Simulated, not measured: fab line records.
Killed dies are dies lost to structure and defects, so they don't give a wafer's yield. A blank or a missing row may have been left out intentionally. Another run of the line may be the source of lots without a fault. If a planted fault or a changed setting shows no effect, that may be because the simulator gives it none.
Which tool was responsible? || flow n5-finfet || 10 lots with 30 wafers sampled at 4 steps, on a route of 1938 steps

## WHAT THE GAUGES SHOWED, per wafer
N5_BEOL_M4_THK_MEAS_53: measures by xrf. Usual: M4_THK 40.8 nm, standard deviation 2.
{"lot": "L409", "measured": "day 8 09:15", "on": "film-metro-01", "M4_THK (nm)": "36.0 39.3 37.5", "flag": ""}
{"lot": "L410", "measured": "day 8 00:46", "on": "film-metro-02", "M4_THK (nm)": "38.0 41.3 39.7", "flag": ""}
{"lot": "L413", "measured": "day 9 11:16", "on": "film-metro-01", "M4_THK (nm)": "39.8 42.9 43.0", "flag": ""}
{"lot": "L414", "measured": "day 9 12:49", "on": "film-metro-02", "M4_THK (nm)": "39.2 38.8 41.1", "flag": ""}
{"lot": "L415", "measured": "day 9 11:01", "on": "film-metro-01", "M4_THK (nm)": "41.0 39.4 40.5", "flag": ""}
{"lot": "L416", "measured": "day 10 08:08", "on": "film-metro-02", "M4_THK (nm)": "38.4 40.4 42.3", "flag": ""}
{"lot": "L417", "measured": "day 10 14:31", "on": "film-metro-02", "M4_THK (nm)": "42.0 42.9 41.0", "flag": ""}
{"lot": "L426", "measured": "day 12 20:13", "on": "film-metro-01", "M4_THK (nm)": "42.3 40.4 41.8", "flag": ""}
{"lot": "L429", "measured": "day 13 03:11", "on": "film-metro-02", "M4_THK (nm)": "39.1 40.1 39.2", "flag": ""}
{"lot": "L430", "measured": "day 13 10:12", "on": "film-metro-02", "M4_THK (nm)": "39.7 40.4 44.8", "flag": ""}

N5_BEOL_M4_RS_MEAS_58: the measuring method here is four-point-probe. Usual: M4_RS 0.66 ohm/sq, standard deviation 0.039.
{"lot": "L409", "measured": "day 8 09:31", "on": "film-metro-02", "M4_RS (ohm/sq)": "0.76 0.69 0.72", "flag": ""}
{"lot": "L410", "measured": "day 8 01:01", "on": "film-metro-02", "M4_RS (ohm/sq)": "0.72 0.65 0.68", "flag": ""}
{"lot": "L413", "measured": "day 9 11:32", "on": "film-metro-01", "M4_RS (ohm/sq)": "0.69 0.62 0.62", "flag": ""}
{"lot": "L414", "measured": "day 9 13:06", "on": "film-metro-02", "M4_RS (ohm/sq)": "0.68 0.69 0.64", "flag": ""}
{"lot": "L415", "measured": "day 9 11:17", "on": "film-metro-01", "M4_RS (ohm/sq)": "0.65 0.68 0.66", "flag": ""}
{"lot": "L416", "measured": "day 10 08:24", "on": "film-metro-01", "M4_RS (ohm/sq)": "0.70 0.65 0.61", "flag": ""}
{"lot": "L417", "measured": "day 10 14:47", "on": "film-metro-01", "M4_RS (ohm/sq)": "0.62 0.61 0.64", "flag": ""}
{"lot": "L426", "measured": "day 12 20:36", "on": "film-metro-01", "M4_RS (ohm/sq)": "0.62 0.66 0.63", "flag": ""}
{"lot": "L429", "measured": "day 13 03:26", "on": "film-metro-01", "M4_RS (ohm/sq)": "0.69 0.67 0.69", "flag": ""}
{"lot": "L430", "measured": "day 13 10:31", "on": "film-metro-02", "M4_RS (ohm/sq)": "0.68 0.66 0.58", "flag": ""}

N5_BEOL_M4_RC_MEAS_101. Usual: DIBL_N 36.8 mV/V, standard deviation 2.2; DIBL_P 37.0 mV/V, standard deviation 2.8; IOFF_N 0.18 nA/um, standard deviation 0.043; IOFF_P 0.23 nA/um, standard deviation 0.05; ION_N 680 uA/um, standard deviation 14; ION_P 466 uA/um, standard deviation 9.1; REXT_N 75.6 ohm.um, standard deviation 1.4; REXT_P 101.0 ohm.um, standard deviation 1.9; SS_N 71.7 mV/dec, standard deviation 0.74; SS_P 73.5 mV/dec, standard deviation 0.79; VT_N 248 mV, standard deviation 4; VT_P -249 mV, standard deviation 4.1; VT_P_LVT -98 mV, standard deviation 3.6.
{"lot": "L409", "measured": "day 8 09:34", "on": "prober-02", "DIBL_N (mV/V)": "37.8 34.9 38.9", "DIBL_P (mV/V)": "36.7 33.9 38.6", "IOFF_N (nA/um)": "0.16 0.13 0.19", "IOFF_P (nA/um)": "0.19 0.17 0.23", "ION_N (uA/um)": "666 677 688", "ION_P (uA/um)": "450 462 463", "REXT_N (ohm.um)": "77.2 77.6 77.1", "REXT_P (ohm.um)": "103.1 101.9 99.5", "SS_N (mV/dec)": "71.9 69.7 71.8", "SS_P (mV/dec)": "73.9 73.0 73.7", "VT_N (mV)": "249 252 248", "VT_P (mV)": "-254 -255 -251", "VT_P_LVT (mV)": "-103 -103 -100", "flag": ""}
{"lot": "L410", "measured": "day 8 01:04", "on": "prober-01", "DIBL_N (mV/V)": "39.6 35.4 37.8", "DIBL_P (mV/V)": "41.3 36.2 39.6", "IOFF_N (nA/um)": "0.29 0.17 0.23", "IOFF_P (nA/um)": "0.36 0.22 0.32", "ION_N (uA/um)": "715 691 696", "ION_P (uA/um)": "484 470 480", "REXT_N (ohm.um)": "73.6 74.3 72.7", "REXT_P (ohm.um)": "98.1 100.1 98.2", "SS_N (mV/dec)": "72.7 71.5 72.1", "SS_P (mV/dec)": "74.8 73.3 74.0", "VT_N (mV)": "238 247 243", "VT_P (mV)": "-241 -246 -242", "VT_P_LVT (mV)": "-89 -95 -90", "flag": ""}
{"lot": "L413", "measured": "day 9 11:35", "on": "prober-01", "DIBL_N (mV/V)": "36.2 39.3 36.2", "DIBL_P (mV/V)": "37.8 41.7 38.4", "IOFF_N (nA/um)": "0.16 0.21 0.15", "IOFF_P (nA/um)": "0.20 0.29 0.20", "ION_N (uA/um)": "681 692 676", "ION_P (uA/um)": "464 469 463", "REXT_N (ohm.um)": "77.7 77.4 77.1", "REXT_P (ohm.um)": "100.0 98.6 101.1", "SS_N (mV/dec)": "72.4 73.0 71.3", "SS_P (mV/dec)": "72.9 74.6 72.4", "VT_N (mV)": "250 247 249", "VT_P (mV)": "-251 -248 -251", "VT_P_LVT (mV)": "-101 -95 -101", "flag": ""}
{"lot": "L414", "measured": "day 9 13:09", "on": "prober-02", "DIBL_N (mV/V)": "38.0 39.4 34.8", "DIBL_P (mV/V)": "36.7 38.2 32.6", "IOFF_N (nA/um)": "0.21 0.22 0.13", "IOFF_P (nA/um)": "0.23 0.24 0.16", "ION_N (uA/um)": "690 699 684", "ION_P (uA/um)": "468 469 462", "REXT_N (ohm.um)": "74.1 71.9 72.3", "REXT_P (ohm.um)": "98.4 101.0 99.9", "SS_N (mV/dec)": "71.7 72.1 71.1", "SS_P (mV/dec)": "73.6 74.7 72.6", "VT_N (mV)": "246 249 253", "VT_P (mV)": "-250 -248 -253", "VT_P_LVT (mV)": "-95 -96 -99", "flag": ""}
{"lot": "L415", "measured": "day 9 11:29", "on": "prober-02", "DIBL_N (mV/V)": "37.2 34.5 38.6", "DIBL_P (mV/V)": "36.0 33.0 38.7", "IOFF_N (nA/um)": "0.17 0.13 0.20", "IOFF_P (nA/um)": "0.22 0.18 0.26", "ION_N (uA/um)": "678 658 677", "ION_P (uA/um)": "465 457 469", "REXT_N (ohm.um)": "77.3 78.1 77.0", "REXT_P (ohm.um)": "101.3 101.2 99.7", "SS_N (mV/dec)": "72.8 71.3 72.6", "SS_P (mV/dec)": "73.9 72.6 73.6", "VT_N (mV)": "248 250 246", "VT_P (mV)": "-248 -250 -246", "VT_P_LVT (mV)": "-98 -100 -96", "flag": ""}
{"lot": "L416", "measured": "day 10 08:27", "on": "prober-02", "DIBL_N (mV/V)": "40.9 36.3 31.0", "DIBL_P (mV/V)": "45.1 39.3 32.1", "IOFF_N (nA/um)": "0.28 0.17 0.09", "IOFF_P (nA/um)": "0.36 0.23 0.13", "ION_N (uA/um)": "698 685 647", "ION_P (uA/um)": "474 472 449", "REXT_N (ohm.um)": "75.6 74.9 76.1", "REXT_P (ohm.um)": "99.1 98.3 101.3", "SS_N (mV/dec)": "72.8 71.2 69.7", "SS_P (mV/dec)": "75.9 72.8 71.9", "VT_N (mV)": "240 247 256", "VT_P (mV)": "-244 -251 -257", "VT_P_LVT (mV)": "-92 -98 -104", "flag": ""}
{"lot": "L417", "measured": "day 10 14:59", "on": "prober-01", "DIBL_N (mV/V)": "36.7 36.1 35.3", "DIBL_P (mV/V)": "37.0 36.3 35.5", "IOFF_N (nA/um)": "0.18 0.17 0.14", "IOFF_P (nA/um)": "0.25 0.24 0.24", "ION_N (uA/um)": "681 673 662", "ION_P (uA/um)": "472 471 462", "REXT_N (ohm.um)": "75.4 73.9 75.9", "REXT_P (ohm.um)": "102.3 102.0 102.8", "SS_N (mV/dec)": "71.6 72.1 71.9", "SS_P (mV/dec)": "73.8 73.8 73.0", "VT_N (mV)": "246 249 253", "VT_P (mV)": "-245 -248 -246", "VT_P_LVT (mV)": "-97 -96 -97", "flag": ""}
{"lot": "L426", "measured": "day 12 20:48", "on": "prober-02", "DIBL_N (mV/V)": "34.6 26.1 39.2", "DIBL_P (mV/V)": "34.2 25.4 40.9", "IOFF_N (nA/um)": "0.13 0.05 0.25", "IOFF_P (nA/um)": "0.19 0.08 0.31", "ION_N (uA/um)": "664 602 695", "ION_P (uA/um)": "457 416 474", "REXT_N (ohm.um)": "77.4 88.1 76.4", "REXT_P (ohm.um)": "101.2 118.0 99.8", "SS_N (mV/dec)": "70.7 69.1 71.6", "SS_P (mV/dec)": "73.0 70.8 74.1", "VT_N (mV)": "252 266 242", "VT_P (mV)": "-251 -266 -244", "VT_P_LVT (mV)": "-98 -112 -92", "flag": "OFF"}
{"lot": "L429", "measured": "day 13 03:29", "on": "prober-01", "DIBL_N (mV/V)": "37.4 39.8 38.5", "DIBL_P (mV/V)": "36.0 41.2 37.6", "IOFF_N (nA/um)": "0.18 0.25 0.21", "IOFF_P (nA/um)": "0.20 0.31 0.23", "ION_N (uA/um)": "687 707 683", "ION_P (uA/um)": "459 480 460", "REXT_N (ohm.um)": "74.6 74.8 75.1", "REXT_P (ohm.um)": "101.2 96.5 99.0", "SS_N (mV/dec)": "71.9 73.3 72.8", "SS_P (mV/dec)": "73.4 74.3 73.8", "VT_N (mV)": "249 244 247", "VT_P (mV)": "-252 -249 -250", "VT_P_LVT (mV)": "-98 -91 -96", "flag": ""}
{"lot": "L430", "measured": "day 13 10:34", "on": "prober-01", "DIBL_N (mV/V)": "33.4 37.3 35.5", "DIBL_P (mV/V)": "34.3 39.2 37.2", "IOFF_N (nA/um)": "0.12 0.20 0.15", "IOFF_P (nA/um)": "0.17 0.25 0.22", "ION_N (uA/um)": "671 687 670", "ION_P (uA/um)": "460 468 466", "REXT_N (ohm.um)": "78.1 76.7 77.7", "REXT_P (ohm.um)": "102.9 100.4 100.7", "SS_N (mV/dec)": "70.6 71.6 71.4", "SS_P (mV/dec)": "73.1 73.7 73.1", "VT_N (mV)": "256 246 251", "VT_P (mV)": "-255 -250 -250", "VT_P_LVT (mV)": "-104 -98 -99", "flag": ""}

## WHAT TOOL EACH LOT RAN ON (gives the tool, then ch and the chambers of the sampled wafers, and finally the start)
{"lot": "L409", "N5_SPACER0_ALD_08": "ald-sin-03 ch 0,1,2, day 3 06:27"}
{"lot": "L410", "N5_SPACER0_ALD_08": "ald-sin-03 ch 0,1,2, day 3 12:36"}
{"lot": "L413", "N5_SPACER0_ALD_08": "ald-sin-01 ch 0,2, day 4 08:26"}
{"lot": "L414", "N5_SPACER0_ALD_08": "ald-sin-03 ch 0,3, day 4 16:39"}
{"lot": "L415", "N5_SPACER0_ALD_08": "ald-sin-03 ch 0,2,3, day 4 17:54"}
{"lot": "L416", "N5_SPACER0_ALD_08": "ald-sin-03 ch 0,1,2, day 5 03:34"}
{"lot": "L417", "N5_SPACER0_ALD_08": "ald-sin-03 ch 0,2, day 5 08:14"}
{"lot": "L426", "N5_SPACER0_ALD_08": "ald-sin-03 ch 2,3, day 7 13:31"}
{"lot": "L429", "N5_SPACER0_ALD_08": "ald-sin-01 ch 0,2,3, day 8 05:50"}
{"lot": "L430", "N5_SPACER0_ALD_08": "ald-sin-04 ch 0,2,3, day 8 19:22"}
- N5_SPACER0_ALD_08: deposits SiNx, target thk 2 nm.

## WHAT THE TOOLS THEMSELVES READ (means of the sampled wafers that have a number; where no wafer has one, the mark that the record gives instead)
N5_SPACER0_ALD_08. Usual: 783 W for heater-power-w, sd 45.
{"lot": "L409", "tool": "ald-sin-03", "heater-power-w (W)": 797, "flag": ""}
{"lot": "L410", "tool": "ald-sin-03", "heater-power-w (W)": 793, "flag": ""}
{"lot": "L413", "tool": "ald-sin-01", "heater-power-w (W)": 814, "flag": ""}
{"lot": "L414", "tool": "ald-sin-03", "heater-power-w (W)": 765, "flag": ""}
{"lot": "L415", "tool": "ald-sin-03", "heater-power-w (W)": 794, "flag": ""}
{"lot": "L416", "tool": "ald-sin-03", "heater-power-w (W)": 798, "flag": ""}
{"lot": "L417", "tool": "ald-sin-03", "heater-power-w (W)": 800, "flag": ""}
{"lot": "L426", "tool": "ald-sin-03", "heater-power-w (W)": 817, "flag": ""}
{"lot": "L429", "tool": "ald-sin-01", "heater-power-w (W)": 811, "flag": ""}
{"lot": "L430", "tool": "ald-sin-04", "heater-power-w (W)": 768, "flag": ""}

## THE ANSWER, worked out from the rows above alone
Rule: lot off if the mean of its wafers having a number is beyond 3 standard deviations from the usual mean. Also off: a lot with no number at a reading for which 4 or more lots have one. Where the step has rows for the other lots, those lots are counted as sound. The gauges are gone through in route order, then the tools' own readings, and for those a lot's mean is taken as printed above. At the first step where some lot is off, the reading lying furthest off is the one used; lots without a number count as furthest.
Off: L426, seen at N5_BEOL_M4_RC_MEAS_101 (REXT_N).
A tool fits if, at a process step before that reading, it ran every lot that is off, and no sound lot after the first of them. The gauges at N5_BEOL_M4_RC_MEAS_101 are tried like those tools. 2 tools fit, ald-sin-03 at N5_SPACER0_ALD_08 and prober-02 at N5_BEOL_M4_RC_MEAS_101, so this cannot tell which one it is.

## WHAT THE SIMULATOR HAD INSERTED
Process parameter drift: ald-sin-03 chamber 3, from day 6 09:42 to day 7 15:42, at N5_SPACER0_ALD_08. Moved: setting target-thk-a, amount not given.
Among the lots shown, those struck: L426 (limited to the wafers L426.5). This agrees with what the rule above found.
